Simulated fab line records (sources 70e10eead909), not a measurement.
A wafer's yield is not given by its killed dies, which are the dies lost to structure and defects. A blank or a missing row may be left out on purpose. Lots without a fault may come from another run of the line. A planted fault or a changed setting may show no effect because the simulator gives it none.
Struck lot and sound lot, side by side | flow nand-harc | 16 out of 1302 route steps
Sound: these wafers, L660.2, L660.5, L660.6. The struck wafers were L651.2, L651.4, L651.6. The cause is given at the end.
At each step with rows: each side's tool, then ch and its chambers, then its first start. Under that, the readings that differ: sound wafers | struck wafers | difference of the means | sigmas: that difference in standard deviations of wafers without a fault.
alike: a reading whose means differ by less than 2 such deviations, as well as words and numbers matching on both sides. not compared: withheld readings; readings where some wafer has no value; bounds like >300 that might hide an equal value; numbers whose values overlap and for which the record gives no deviation.
Wherever a step has rows on one side only, a row that says differs or no value, or a row with sigmas, the two part there. Non-overlapping numbers with no deviation appear without sigmas and do not part them. A reading missing from all wafers of one side parts the sides only when that side holds two or more wafers.

NHARC_A_ONON_D2_THK_MEAS_11: measures by ellipsometry.
  sound on film-metro-02 at day 18 12:53; struck on film-metro-02 at day 14 14:52
  alike: thk-nm
following that, 1 step holds no rows for these wafers, namely NHARC_A_ONON_D2_DEP_12 (target thickness 1000 nm).
NHARC_A_ONON_D2_THK_MEAS_14: measures by ellipsometry.
  sound on film-metro-02 at day 18 13:28; struck on film-metro-01 at day 14 15:26
  reading     | sound          | struck      | difference | sigmas
  thk-nm (nm) | 1028 1026 1026 | 989 988 987 | -39        | -4
then, 2 steps without rows for these wafers: NHARC_A_ONON_D2_ANNEAL_15 (time 3600 s); NHARC_A_ONON_D2_DEP_16 (target thk 1000 nm).
NHARC_A_ONON_D2_THK_MEAS_18: measures by ellipsometry.
  sound on film-metro-01 at day 18 20:47; struck on film-metro-01 at day 15 02:13
  alike: thk-nm
following that, 1 step holds no rows for these wafers, namely NHARC_A_ONON_D2_DEP_19 (target thickness 1000 nm).
NHARC_A_ONON_D2_THK_MEAS_21: measures by ellipsometry.
  sound on film-metro-02 at day 18 21:22; struck on film-metro-01 at day 15 02:46
  alike: thk-nm
following that, 1 step holds no rows for these wafers, namely NHARC_A_ONON_D2_DEP_22 (target thickness 1000 nm).
NHARC_A_ONON_D2_THK_MEAS_24: measures by ellipsometry.
  sound on film-metro-01 at day 18 21:56; struck on film-metro-01 at day 15 03:20
  alike: thk-nm
following that, 1 step holds no rows for these wafers, namely NHARC_A_ONON_D2_DEP_25 (target thickness 1000 nm).
NHARC_A_ONON_D2_THK_MEAS_27: measures by ellipsometry.
  sound on film-metro-02 at day 18 22:29; struck on film-metro-02 at day 15 03:53
  alike: thk-nm
NHARC_A_ONON_D2_DEP_28: target thk 1000 nm.
  sound on pecvd-onon-03 ch 0, day 18 22:37; struck on pecvd-onon-03 ch 0, day 15 04:01
  reading              | sound          | struck         | difference | sigmas
  n2o-flow-sccm (sccm) | 1995 2004 2010 | 1988 1994 1992 | -12        | -2
  alike: n2-flow-sccm
NHARC_A_ONON_D2_THK_MEAS_30: measures by ellipsometry.
  sound on film-metro-02 at day 18 23:04; struck on film-metro-01 at day 15 04:28
  reading     | sound       | struck         | difference | sigmas
  thk-nm (nm) | 986 988 986 | 1586 1587 1587 | +600       | +60
NHARC_A_ONON_D2_DEP_33: deposits SiO2, target thk 200 nm.
  sound on pecvd-02 ch 0,1,2, day 18 23:37; struck on pecvd-03 ch 0,1,2, day 15 04:37
  reading                | sound          | struck         | difference | sigmas
  throttle-valve-pct (%) | 14.3 14.6 15.1 | 16.4 16.2 16.3 | +1.6       | +2
  alike: heater-power-w
-- the record jumps here: 11 days lie between the struck wafers' starts before and after (it left off in module A_ONON_D2 and takes up again in module END, whose first step shown is number 1302 of the route) --
NHARC_END_SORT_01:
  at this point the record logs the struck wafers (prober-01 ch 0, day 26 10:40) and has no rows for the sound ones

## WHERE THEY PART
Last at NHARC_END_SORT_01 as far as this record goes, first at NHARC_A_ONON_D2_THK_MEAS_14.

WHY: whatever the simulator had introduced
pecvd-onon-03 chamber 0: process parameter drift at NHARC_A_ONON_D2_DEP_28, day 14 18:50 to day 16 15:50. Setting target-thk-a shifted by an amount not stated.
